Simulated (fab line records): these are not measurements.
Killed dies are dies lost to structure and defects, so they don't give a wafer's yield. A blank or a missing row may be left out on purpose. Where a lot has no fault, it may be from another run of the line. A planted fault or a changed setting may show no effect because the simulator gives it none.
fab line records	flow n5Finfet	part 2 of 2: steps 5 to 6 of 6
record lots=23	wafers=69	lastDay=18
route steps=1938 shown BEOL_M8@1333 BEOL_M9@1403
lots untouched by any fault: they come from a run of this same line in which no faults occurred
startH: the number of hours between the record's first day and the start of the first shown wafer of the lot	waitH: how many hours have passed since the lot's step before this one	" identical to the entry in the row above	L1.1+2: a row that stands for several wafers	- no value, or no start was given	* or withheld: withheld	< > ~ a bound
route shown NAME@n: names a module that has steps shown in the file, with the first one's number in the route	usual: mean/standard deviation taken from wafers without a fault	same: alike in all rows	chamber/n: place in a boat	sites: readings site by site	_std_site: standard deviation of those values	_edge_site: the outer-site mean with the inner-site mean subtracted	radiusMm: how far each site lies from the wafer's centre	mask NAME#n: copy n	behind: tool/chamber where the wafer was last shaped	hold: the reason the lot was held/the length of the hold in hours/how it ended	device: transistor that didn't switch, given as n, p or np	end of line: at the end of the route, the tests of the same wafers	a step given without rows: its recipe and nothing more	killed: dies lost to structure and defects at the first sort, not the wafer's yield	map: per-die view of a wafer (x killed, . not killed, _ where there is no die)
set.NAME: the run value of the setting; set.NAME@STEP: its run value at that earlier step	model.NAME: the simulator's own value behind a step, which no gauge read
a sample of lots followed through the steps of the route, with each step as a table and each wafer as a row
services: from which hour (startH, from the record's first day; less than 0 if before it) a tool's chamber was out of use, for how many hours, and why
## steps
# step N5_BEOL_M9_STRIP_67
# recipe chemistry=CF4	resist=SiARC	powerW=300	biasPowerW=75	pressureMtorr=50	cf4FlowSccm=150	rfFrequencyHz=6e+07
# usual drypumpMotorCurrentA=5.7/0.43	oesProductAu=0.78/0.095	rfVppV=271.3/1.5	showerheadPlenumPTorr=1.81/0.055	throttleValvePct=13.66/0.29
lot.wafer	tool	chamber	startH	waitH	drypumpMotorCurrentA	oesProductAu	rfHoursCounterH	rfVppV	showerheadPlenumPTorr	throttleValvePct
L075.1	rieDiel-01	1	217.37	0.0	6.4	0.75	171	270.4	1.80	13.84
L075.3	"	3	"	"	5.9	0.69	238	270.6	1.78	13.66
L075.5	"	3	"	"	5.9	0.69	-	271.2	1.78	13.65
L074.2	rieDiel-01	3	219.37	0.0	5.9	0.69	239	270.7	1.78	13.65
L074.3	"	1	"	"	6.4	0.76	172	271.4	1.80	13.86
L074.6	"	1	"	"	6.4	0.75	-	269.7	1.80	13.84
L076.2	rieDiel-04	0	229.65	0.0	5.3	0.75	186	272.1	1.84	13.67
L076.3	"	1	"	"	5.5	0.69	238	273.0	1.83	14.03
L076.5	"	0	"	"	5.3	0.75	-	272.7	1.84	13.66
L077.3	rieDiel-04	0	236.97	0.0	5.3	0.74	189	273.4	1.84	13.67
L077.5	"	3	"	"	6.0	0.68	-	269.9	1.86	13.85
L077.6	"	0	"	"	5.3	0.75	-	271.1	1.84	13.67
L078.2	rieDiel-06	1	242.23	0.0	5.5	0.76	146	268.1	1.67	13.53
L078.4	"	0	"	"	5.6	0.72	210	271.6	1.84	13.84
L078.6	"	1	"	"	5.5	0.76	-	268.4	1.67	13.51
L080.1	rieDiel-04	2	253.80	0.0	5.9	0.83	77	272.0	1.83	13.49
L080.3	"	1	"	"	5.4	0.69	245	271.9	1.83	14.05
L080.5	"	0	"	"	5.3	0.74	-	272.9	1.84	13.70
L079.2	rieDiel-01	0	259.58	0.0	6.2	0.69	215	270.2	1.72	14.03
L079.3	"	1	"	"	6.4	0.74	185	269.8	1.79	13.87
L079.6	"	3	"	"	5.9	0.68	-	269.7	1.77	13.68
L081.1	rieDiel-04	1	263.24	0.0	5.4	0.69	249	271.9	1.83	14.07
L081.3	"	1	"	"	5.5	0.69	-	271.5	1.83	14.06
L081.6	"	1	"	"	5.5	0.68	-	270.7	1.83	14.06
L083.3	rieDiel-04	2	266.97	0.0	5.9	0.82	-	273.3	1.83	13.48
L083.4	"	0	"	"	5.3	0.73	-	272.9	1.84	13.70
L083.5	"	2	"	"	5.9	0.82	-	271.4	1.82	13.49
L082.2	rieDiel-04	2	275.54	0.0	5.8	0.82	83	269.3	1.82	13.49
L082.3	"	0	"	"	5.3	0.73	205	272.0	1.84	13.70
L082.5	"	3	"	"	6.0	0.97	-	271.7	1.85	13.26
L084.1	rieDiel-04	3	284.41	0.0	6.0	0.93	5	272.8	1.85	13.25
L084.2	"	2	"	"	5.9	0.81	87	271.9	1.82	13.50
L084.4	"	0	"	"	5.3	0.73	-	271.4	1.84	13.72
L085.2	rieDiel-01	2	290.70	0.0	5.1	0.75	170	273.1	1.87	13.77
L085.3	"	3	"	"	5.9	0.98	2	272.8	1.77	13.12
L085.5	"	3	"	"	5.9	0.98	-	270.3	1.77	13.11
L086.1	rieDiel-06	1	291.35	0.0	5.5	0.74	160	268.6	1.67	13.55
L086.4	"	0	"	"	5.6	0.71	225	271.7	1.83	13.87
L086.6	"	1	"	"	5.5	0.75	-	267.0	1.67	13.56
L087.1	rieDiel-04	0	303.27	0.0	5.3	0.72	215	273.5	1.83	13.74
L087.4	"	3	"	"	6.0	0.92	12	273.6	1.85	13.29
L087.5	"	3	"	"	6.0	0.92	-	273.1	1.85	13.26
L088.2	rieDiel-01	0	303.76	0.0	6.2	0.68	234	269.0	1.72	14.07
L088.5	"	0	"	"	6.2	0.69	-	268.0	1.72	14.07
L088.6	"	3	"	"	5.9	0.96	-	269.8	1.77	13.13
L089.4	rieDiel-01	3	304.05	0.0	5.9	0.96	6	271.4	1.77	13.13
L089.5	"	0	"	"	6.2	0.68	-	268.3	1.72	14.06
L089.6	"	3	"	"	5.9	0.96	-	271.9	1.77	13.13
L090.1	rieDiel-01	3	310.91	0.0	5.9	0.95	9	271.1	1.77	13.12
L090.2	"	0	"	"	6.2	0.69	237	268.5	1.72	14.07
L090.6	"	3	"	"	6.0	0.95	-	271.2	1.77	13.13
L091.1	rieDiel-06	1	311.32	0.0	5.6	0.75	167	268.5	1.66	13.59
L091.3	"	2	"	"	4.8	0.84	54	272.4	1.90	13.48
L091.5	"	0	"	"	5.6	0.71	-	272.1	1.83	13.89
L092.1	rieDiel-04	0	326.57	0.0	5.3	0.72	223	272.2	1.83	13.77
L092.2	"	3	"	"	6.0	0.89	19	271.5	1.85	13.28
L092.6	"	1	"	"	5.4	0.96	-	272.2	1.83	13.54
L094.1	rieDiel-01	2	327.06	0.0	5.1	0.74	180	272.6	1.87	13.78
L094.5	"	3	"	"	5.9	0.94	-	270.3	1.77	13.14
L094.6	"	0	"	"	6.2	0.69	-	268.9	1.71	14.10
L093.1	rieDiel-01	0	333.72	0.0	6.2	0.68	244	269.8	1.71	14.08
L093.4	"	1	"	"	6.4	0.73	-	271.4	1.79	13.93
L093.5	"	0	"	"	6.2	0.68	-	269.2	1.71	14.10
L096.2	rieDiel-04	2	351.47	0.0	5.9	0.79	109	270.6	1.82	13.55
L096.3	"	3	"	"	6.0	0.88	28	272.2	1.85	13.30
L096.5	"	1	"	"	5.4	0.94	-	269.4	1.82	13.56
L097.1	rieDiel-04	1	363.34	0.0	5.4	0.94	18	270.4	1.82	13.57
L097.3	"	3	"	"	6.0	0.87	32	271.4	1.85	13.31
L097.5	"	3	"	"	6.0	0.86	-	271.9	1.85	13.33
# step N5_BEOL_M9_ETCH_65
# recipe chemistry=CF4	target=SiARC	targetDepthA=156	maskMaterial=CAR-EUV	timeS=26	ionEnergyEv=80	pressureMtorr=40	sourceW=545	biasW=36	Ar_flow_sccm=100	cf4FlowSccm=100	ends=cleared
# usual drypumpMotorCurrentA=5.7/0.49	etchRfOnTimeS=26.0/0.67	oesProductAu=0.67/0.084	rfVppV=184.1/1.2	showerheadPlenumPTorr=2.14/0.085	throttleValvePct=15.66/0.25
lot.wafer	tool	chamber	startH	waitH	drypumpMotorCurrentA	etchRfOnTimeS	oesProductAu	rfHoursCounterH	rfVppV	showerheadPlenumPTorr	throttleValvePct
L075.1	rieDiel-01	2	218.24	0.0	5.1	26.9	0.64	150	184.8	2.25	15.80
L075.3	"	3	"	"	5.9	26.5	0.59	238	185.3	2.12	15.66
L075.5	"	3	"	"	5.9	26.6	0.58	-	184.8	2.12	15.66
L074.2	rieDiel-04	2	220.07	0.0	5.9	26.5	0.71	69	183.6	2.17	15.49
L074.3	"	0	"	"	5.3	26.3	0.64	183	184.8	2.21	15.69
L074.6	"	3	"	"	6.0	25.8	0.58	-	185.3	2.21	15.78
L076.2	rieDiel-06	2	230.39	0.0	4.8	25.0	0.77	27	184.0	2.27	15.46
L076.3	"	1	"	"	5.5	25.6	0.65	142	183.9	1.98	15.52
L076.5	"	3	"	"	6.1	25.1	0.62	-	182.8	2.10	15.79
L077.3	rieDiel-06	0	237.67	0.0	5.6	26.3	0.61	209	185.4	2.20	15.85
L077.5	"	0	"	"	5.6	26.3	0.61	-	184.4	2.20	15.86
L077.6	"	1	"	"	5.6	25.8	0.66	-	181.9	1.98	15.51
L078.2	rieDiel-06	2	243.18	0.0	4.8	25.1	0.78	32	185.3	2.27	15.45
L078.4	"	1	"	"	5.5	26.0	0.64	-	182.6	1.98	15.52
L078.6	"	0	"	"	5.6	26.6	0.61	-	186.1	2.20	15.85
L080.1	rieDiel-01	1	258.59	0.0	6.4	26.0	0.64	184	182.5	2.13	15.84
L080.3	"	0	"	"	6.2	26.8	0.58	215	183.0	2.04	16.02
L080.5	"	0	"	"	6.2	26.7	0.59	-	182.7	2.04	16.03
L079.2	rieDiel-06	3	262.26	0.0	6.2	25.2	0.85	1	184.5	2.10	15.28
L079.3	"	0	"	"	5.6	26.5	0.60	216	184.5	2.19	15.84
L079.6	"	3	"	"	6.2	24.8	0.84	-	183.6	2.10	15.28
L081.1	rieDiel-01	2	265.19	0.0	5.1	27.0	0.64	160	183.5	2.24	15.82
L081.3	"	0	"	"	6.2	26.6	0.59	218	182.6	2.04	16.03
L081.6	"	1	"	"	6.4	26.1	0.63	-	183.6	2.13	15.83
L083.3	rieDiel-04	1	268.76	0.0	5.4	25.0	0.60	249	183.1	2.18	16.06
L083.4	"	1	"	"	5.4	25.3	0.60	-	184.3	2.18	16.07
L083.5	"	0	"	"	5.3	26.0	0.63	-	185.7	2.21	15.72
L082.2	rieDiel-01	0	277.19	0.0	6.2	26.7	0.58	224	184.6	2.04	16.04
L082.3	"	1	"	"	6.4	26.3	0.63	193	184.2	2.13	15.86
L082.5	"	1	"	"	6.4	26.2	0.63	-	182.9	2.13	15.85
L084.1	rieDiel-06	3	285.87	0.0	6.1	25.0	0.81	9	183.4	2.10	15.29
L084.2	"	2	"	"	4.8	25.4	0.75	44	185.4	2.27	15.51
L084.4	"	1	"	"	5.5	25.6	0.64	159	181.7	1.98	15.54
L085.2	rieDiel-06	1	291.66	0.0	5.5	25.7	0.64	161	181.2	1.98	15.55
L085.3	"	3	"	"	6.2	25.2	0.79	12	183.2	2.10	15.32
L085.5	"	3	"	"	6.2	25.3	0.79	-	183.9	2.10	15.31
L086.1	rieDiel-04	3	293.73	0.0	6.0	26.4	0.78	8	183.8	2.20	15.27
L086.4	"	2	"	"	5.9	26.5	0.68	-	183.8	2.16	15.53
L086.6	"	3	"	"	6.0	26.3	0.78	-	184.7	2.20	15.29
L087.1	rieDiel-06	3	305.67	0.0	6.1	24.9	0.80	16	184.2	2.09	15.31
L087.4	"	0	"	"	5.6	26.6	0.60	229	184.4	2.19	15.87
L087.5	"	3	"	"	6.2	24.8	0.79	-	183.4	2.09	15.31
L089.4	rieDiel-01	2	305.87	0.0	5.1	27.3	0.63	174	185.7	2.24	15.84
L089.5	"	3	"	"	6.0	25.7	0.82	-	185.2	2.12	15.18
L089.6	"	0	"	"	6.2	27.0	0.57	-	181.5	2.04	16.07
L088.2	rieDiel-06	2	306.20	0.0	4.8	25.4	0.73	52	184.6	2.26	15.50
L088.5	"	2	"	"	4.8	25.4	0.74	-	185.1	2.26	15.49
L088.6	"	1	"	"	5.5	25.9	0.64	-	182.5	1.98	15.55
L090.1	rieDiel-04	1	312.59	0.0	5.4	24.6	0.86	4	183.8	2.18	15.62
L090.2	"	0	"	"	5.3	26.4	0.61	218	184.0	2.20	15.76
L090.6	"	1	"	"	5.4	24.8	0.86	-	183.5	2.18	15.62
L091.1	rieDiel-06	1	312.77	0.0	5.5	25.7	0.64	168	182.5	1.98	15.56
L091.3	"	2	"	"	4.8	25.5	0.73	54	184.5	2.26	15.51
L091.5	"	3	"	"	6.2	25.4	0.78	-	183.4	2.09	15.34
L094.1	rieDiel-01	3	329.35	0.0	5.9	25.2	0.81	14	183.6	2.11	15.21
L094.5	"	0	"	"	6.2	26.3	0.57	-	183.1	2.04	16.10
L094.6	"	3	"	"	5.9	25.2	0.82	-	182.8	2.11	15.21
L092.1	rieDiel-04	3	329.54	0.0	6.0	26.1	0.76	20	182.5	2.20	15.30
L092.2	"	0	"	"	5.3	26.3	0.62	224	185.1	2.20	15.79
L092.6	"	1	"	"	5.5	24.6	0.85	-	185.4	2.18	15.62
L093.1	rieDiel-01	3	334.42	0.0	5.9	25.0	0.81	16	184.3	2.11	15.21
L093.4	"	1	"	"	6.4	25.4	0.62	-	183.8	2.12	15.89
L093.5	"	3	"	"	5.9	25.4	0.80	-	184.2	2.11	15.22
L096.2	rieDiel-06	0	354.40	0.0	5.6	26.7	0.59	246	184.6	2.18	15.91
L096.3	"	1	"	"	5.5	26.1	0.62	181	182.3	1.97	15.58
L096.5	"	3	"	"	6.2	25.0	0.76	-	184.1	2.09	15.35
L097.1	rieDiel-01	1	365.49	0.0	6.4	25.7	0.62	223	182.6	2.12	15.91
L097.3	"	3	"	"	5.9	25.4	0.78	26	182.9	2.11	15.25
L097.5	"	3	"	"	5.9	25.6	0.79	-	184.0	2.11	15.25
## services
tool	chamber	startH	hours	kind
uvCure-02	-	213.58	11.4	repair
rieDiel-03	1	217.32	3.5	repair
uvCure-03	-	219.99	14.6	pm
uvCure-01	-	238.22	2.1	pm
rieDiel-01	2	244.51	16.5	repair
rieDiel-05	3	253.97	1.8	repair
rieDiel-02	1	259.41	3.0	repair
uvCure-01	-	262.91	1.0	pm
rieDiel-02	0	272.35	6.4	repair
rieDiel-03	3	272.91	8.3	repair
uvCure-02	-	282.70	0.8	repair
rieDiel-06	0	287.07	4.0	repair
rieDiel-01	1	288.75	1.8	repair
uvCure-02	-	290.68	1.0	pm
rieDiel-03	2	308.08	2.5	repair
rieDiel-03	3	308.34	5.9	repair
rieDiel-03	1	314.59	8.3	repair
rieDiel-01	2	333.70	4.4	repair
rieDiel-05	2	335.38	4.5	repair
rieDiel-01	3	341.29	5.2	repair
uvCure-01	-	343.16	1.2	repair
pvdSputter-01	-	351.60	5.5	repair
rieDiel-01	1	352.93	1.8	repair
rieDiel-04	1	357.76	5.1	repair
